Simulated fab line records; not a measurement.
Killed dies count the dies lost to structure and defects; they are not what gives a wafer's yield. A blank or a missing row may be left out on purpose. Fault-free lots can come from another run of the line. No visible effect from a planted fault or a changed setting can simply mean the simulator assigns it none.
fab line records + flow n5_finfet
[record]
- lots = 7
- wafers = 39
route steps=1938 shown MOL_CONTACT_COAG@581
start_h: the number of hours between the record's first day and the start of the first shown wafer of the lot + wait_h: time in hours since the lot's previous step + " the same as in the row above + L1.1+2: a single row standing in for several wafers + - either no value or no given start + * or withheld: withheld + < > ~ a bound
route shown NAME@n: names a module that has steps shown in the file, with the first one's number in the route + usual: mean and standard deviation over wafers with no fault + same: alike in all rows + chamber/n: place in a boat + sites: readings site by site + _std_site: standard deviation across them + _edge_site: mean of outer sites minus mean of inner sites + radius_mm: for every site, how far away it sits from the centre of the wafer + mask NAME#n: copy n + behind: the last tool/chamber to shape the wafer + hold: why the lot was held/for how many hours/how that ended + device: the n, p or np transistor that did not switch + end of line: at the end of the route, the tests of the same wafers + where a step has no rows: the recipe by itself + killed: count of dies lost to structure and defects at first sort (not the wafer's yield) + map: per-die view of a wafer (x killed, . not killed, _ where there is no die)
set.NAME: the setting that was run; set.NAME@STEP: the one run at that earlier step + model.NAME: the simulator's own value behind a step, which no gauge read
lots where settings were altered on purpose, with a table for each step and a row for each wafer
[[steps]]
[step N5_MOL_CONTACT_COAG_ETCH_91]
[recipe]
- chemistry = N2/H2
- target = SOC
- target_depth_a = 600
- overetch_a = 210
- mask_material = SiARC
- temp_c = 40
- time_s = 101.2
- ion_energy_ev = 200
- pressure_mtorr = 30
- source_w = 840
- bias_w = 150
- n2_flow_sccm = 200
- h2_flow_sccm = 200
| lot.wafer  | tool        | chamber | start_h | wait_h | set.time_s | model.SiARC_of_MOL_CONTACT_COAG_COAT_76.thk_nm |
|------------|-------------|---------|---------|--------|------------|------------------------------------------------|
| L078.1     | rie_diel-03 | 3       | 121.95  | 0.0    | 94.67      | 6.2                                            |
| L078.2+3+5 | "           | 0,2,1   | "       | "      | 101.2      | 5.6                                            |
| L078.4+6   | "           | 1,2     | "       | "      | 94.67      | 6                                              |
| L081.1+5   | rie_diel-03 | 0,1     | 144.31  | 0.0    | 101.2      | 5.6                                            |
| L081.2+6   | "           | 2       | "       | "      | 85.86      | 6.4                                            |
| L081.3     | "           | 3       | "       | "      | 101.2      | 6                                              |
| L081.4     | "           | 1       | "       | "      | 85.86      | 6.2                                            |
| L082.1+5   | rie_diel-02 | 3       | 145.57  | 0.0    | 87.76      | 6.2                                            |
| L082.2     | "           | 1       | "       | "      | 101.2      | 6                                              |
| L082.3     | "           | 2       | "       | "      | 87.76      | 6.4                                            |
| L082.4+6   | "           | 0,2     | "       | "      | 101.2      | 5.8                                            |
| L084.1     | rie_diel-02 | 1       | 161.09  | 0.0    | 101.2      | 6                                              |
| L084.3     | "           | 2       | "       | "      | 101.2      | 5.8                                            |
| L084.4     | "           | 3       | "       | "      | 101.2      | 5.6                                            |
| L090.1+3   | rie_diel-04 | 1,2     | 197.27  | 0.0    | 101.2      | 5.8                                            |
| L090.2     | "           | 3       | "       | "      | 124.5      | 5                                              |
| L090.4     | "           | 3       | "       | "      | 101.2      | 6                                              |
| L090.5+6   | "           | 1,2     | "       | "      | 124.5      | 4.8                                            |
| L092.1+3+6 | rie_diel-02 | 1,0,1   | 203.25  | 0.0    | 101.2      | 5.8                                            |
| L092.2+5   | "           | 2,0     | "       | "      | 118.2      | 5.2                                            |
| L092.4     | "           | 3       | "       | "      | 118.2      | 5                                              |
| L093.1     | rie_diel-04 | 3       | 209.72  | 0.0    | 101.2      | 6                                              |
| L093.2+6   | "           | 1       | "       | "      | 101.2      | 5.8                                            |
| L093.3+4   | "           | 0,2     | "       | "      | 85.39      | 6.4                                            |
| L093.5     | "           | 0       | "       | "      | 85.39      | 6.2                                            |
[step N5_MOL_CONTACT_COAG_STRIP_92]
[recipe]
- chemistry = N2/H2
- temp_c = 40
- n2_flow_sccm = 200
- h2_flow_sccm = 200
- rf_frequency_hz = 6e+07
[step N5_MOL_CONTACT_COAG_STRIP_93]
[recipe]
- chemistry = N2/H2
- temp_c = 40
- n2_flow_sccm = 200
- h2_flow_sccm = 200
- rf_frequency_hz = 6e+07
[step N5_MOL_CONTACT_COAG_PRECLEAN_144]
[recipe]
- chemistry = alkaline_clean
- temp_c = 60
- time_s = 60
- do_ppb = 50
[step N5_MOL_CONTACT_COAG_SRD_145]
[recipe]
- dry = ipa_marangoni
- time_s = 30
- temp_c = 23
- rinse_liquid = diw
[step N5_MOL_CONTACT_COAG_CD_MEAS_137]
[recipe]
- target_cd_nm = 16
[usual]
- cd_nm = 15.8/0.34
| lot.wafer | tool      | chamber | start_h | wait_h | set.dose_mj@MOL_CONTACT_COAG_EXPOSE_81 | cd_nm |
|-----------|-----------|---------|---------|--------|----------------------------------------|-------|
| L078.1    | cd_sem-01 | -       | 122.42  | 0.0    | 59.5                                   | 15.5  |
| L078.2    | "         | -       | "       | "      | 63.51                                  | 17.1  |
| L078.3    | "         | -       | "       | "      | 59.5                                   | 16.0  |
| L078.4    | "         | -       | "       | "      | 63.51                                  | 16.9  |
| L078.5    | "         | -       | "       | "      | 59.5                                   | 15.7  |
| L078.6    | "         | -       | "       | "      | 63.51                                  | 16.4  |
| L081.1    | cd_sem-02 | -       | 144.77  | 0.0    | 55.94                                  | 14.1  |
| L081.2    | "         | -       | "       | "      | 55.94                                  | 14.1  |
| L081.3    | "         | -       | "       | "      | 59.5                                   | 15.7  |
| L081.4    | "         | -       | "       | "      | 55.94                                  | 13.5  |
| L081.5    | "         | -       | "       | "      | 59.5                                   | 15.5  |
| L081.6    | "         | -       | "       | "      | 59.5                                   | 15.2  |
| L082.1    | cd_sem-03 | -       | 146.03  | 0.0    | 59.5                                   | 15.5  |
| L082.2    | "         | -       | "       | "      | 59.5                                   | 16.1  |
| L082.3    | "         | -       | "       | "      | 59.5                                   | 15.7  |
| L082.4    | "         | -       | "       | "      | 57.91                                  | 15.1  |
| L082.5    | "         | -       | "       | "      | 57.91                                  | 15.2  |
| L082.6    | "         | -       | "       | "      | 57.91                                  | 15.4  |
| L084.1    | cd_sem-02 | -       | 161.55  | 0.0    | 59.5                                   | 15.6  |
| L084.3    | "         | -       | "       | "      | 59.5                                   | 16.0  |
| L084.4    | "         | -       | "       | "      | 59.5                                   | 15.7  |
| L090.1    | cd_sem-03 | -       | 197.73  | 0.0    | 59.5                                   | 16.1  |
| L090.2    | "         | -       | "       | "      | 61.3                                   | 16.5  |
| L090.3    | "         | -       | "       | "      | 61.3                                   | 16.4  |
| L090.4    | "         | -       | "       | "      | 59.5                                   | 15.8  |
| L090.5    | "         | -       | "       | "      | 61.3                                   | 17.2  |
| L090.6    | "         | -       | "       | "      | 59.5                                   | 16.3  |
| L092.1    | cd_sem-02 | -       | 203.71  | 0.0    | 62.38                                  | 17.2  |
| L092.2    | "         | -       | "       | "      | 59.5                                   | 16.5  |
| L092.3    | "         | -       | "       | "      | 62.38                                  | 16.8  |
| L092.4    | "         | -       | "       | "      | 62.38                                  | 16.8  |
| L092.5    | "         | -       | "       | "      | 59.5                                   | 16.1  |
| L092.6    | "         | -       | "       | "      | 59.5                                   | 16.5  |
| L093.1    | cd_sem-01 | -       | 210.18  | 0.0    | 59.5                                   | 16.1  |
| L093.2    | "         | -       | "       | "      | 56.35                                  | 15.4  |
| L093.3    | "         | -       | "       | "      | 59.5                                   | 16.0  |
| L093.4    | "         | -       | "       | "      | 56.35                                  | 14.2  |
| L093.5    | "         | -       | "       | "      | 56.35                                  | 14.9  |
| L093.6    | "         | -       | "       | "      | 59.5                                   | 16.2  |
[[key]]
[split]
- step = N5_MOL_CONTACT_COAG_ETCH_91
- setting = time_s
- stated = 101.2
- by = wafer
[response]
- step = N5_MOL_CONTACT_COAG_ETCH_91
- reading = model.SiARC_of_MOL_CONTACT_COAG_COAT_76.thk_nm
- change = -0.0392
- per = 1%
- r = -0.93
split outside_this_file step=N5_MOL_CONTACT_COAG_EXPOSE_81 setting=dose_mj
// split outside_this_file: this setting was split too, and the file shows its column; the key of that split is in another file
